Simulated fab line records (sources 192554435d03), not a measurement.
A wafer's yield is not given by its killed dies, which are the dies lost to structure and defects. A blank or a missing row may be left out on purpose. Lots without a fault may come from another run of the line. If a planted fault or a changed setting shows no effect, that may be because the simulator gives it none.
Chamber matching / flow n5 finfet / rie diel-04 running N5_BEOL_M0_SAQP_STRIP_86: 4 sister chambers
The step strips in N2/H2. 4 wafers are shown with their chamber, then 7 later ones without.

WAFERS WITH THEIR CHAMBER
wafer=L093.1; chamber=2; drypump motor current A (A)=4.8
wafer=L093.4; chamber=3; drypump motor current A (A)=6.0
wafer=L095.1; chamber=0; drypump motor current A (A)=6.3
wafer=L095.2; chamber=1; drypump motor current A (A)=5.4

WAFERS MISSING THEIR CHAMBER
wafer=L095.3; drypump motor current A (A)=6.1
wafer=L096.1; drypump motor current A (A)=6.0
wafer=L096.3; drypump motor current A (A)=4.8
wafer=L096.4; drypump motor current A (A)=5.4
wafer=L097.1; drypump motor current A (A)=5.4
wafer=L097.3; drypump motor current A (A)=6.3
wafer=L097.6; drypump motor current A (A)=6.3

EACH ONE'S CHAMBER
wafer=L095.3; from the rows above=3; in truth=3
wafer=L096.1; from the rows above=3; in truth=3
wafer=L096.3; from the rows above=2; in truth=2
wafer=L096.4; from the rows above=1; in truth=1
wafer=L097.1; from the rows above=1; in truth=1
wafer=L097.3; from the rows above=0; in truth=0
wafer=L097.6; from the rows above=0; in truth=0
7 of 7 placed correctly. Left unplaced by these rows: 0. Number placed wrongly: 0.
How it was worked out, from the rows above alone: a wafer's distance from a chamber is the root of the sum, over the readings, of the square of ((its reading less the chamber's mean) divided by the reading's scatter). The wafer belongs to the nearest chamber; if the next one is less than 2 further off, it can't be placed. Each chamber's mean is taken over the wafers shown for it. The scatter: root of mean squared gap, hidden wafer to nearest shown wafer, with one shown wafer a chamber.
